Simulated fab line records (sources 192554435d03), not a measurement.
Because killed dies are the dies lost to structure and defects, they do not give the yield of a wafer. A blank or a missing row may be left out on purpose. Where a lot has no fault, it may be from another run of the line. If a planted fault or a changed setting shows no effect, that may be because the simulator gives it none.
Chamber matching + flow n5 finfet + 3 sister chambers for N5_FIN_SAQP_HM_DEP_72 on pecvd-02
The step deposits SiO2 from SiH4/N2O, target thk 12 nm, time 7.2 s. 3 wafers are shown with their chamber, then 7 later ones without.

## WAFERS WITH THEIR CHAMBER
| wafer  | chamber | showerhead plenum p Torr (Torr) |
|--------|---------|---------------------------------|
| L079.3 | 0       | 8.16                            |
| L086.3 | 1       | 8.03                            |
| L086.5 | 2       | 8.23                            |

## WAFERS MISSING THEIR CHAMBER
| wafer  | showerhead plenum p Torr (Torr) |
|--------|---------------------------------|
| L086.6 | 8.14                            |
| L090.2 | 8.03                            |
| L090.3 | 8.22                            |
| L090.6 | 8.17                            |
| L093.1 | 8.21                            |
| L093.3 | 8.15                            |
| L093.6 | 8.02                            |

## WHICH CHAMBER EACH ONE RAN IN
| wafer  | from the rows above | in truth |
|--------|---------------------|----------|
| L086.6 | 0                   | 0        |
| L090.2 | 1                   | 1        |
| L090.3 | 2                   | 2        |
| L090.6 | 0                   | 0        |
| L093.1 | 2                   | 2        |
| L093.3 | 0                   | 0        |
| L093.6 | 1                   | 1        |
Correctly placed: 7 of 7. Can't be placed from these rows: 0. 0 placed wrongly.
How it was worked out, from the rows above alone: a wafer's distance from a chamber is the root of the sum, over the readings, of the square of ((its reading less the chamber's mean) divided by the reading's scatter). The wafer belongs to the nearest chamber; if the next one is less than 2 further off, it can't be placed. A chamber's mean is the mean of its shown wafers. The scatter: root of mean squared gap, hidden wafer to nearest shown wafer, with one shown wafer a chamber.
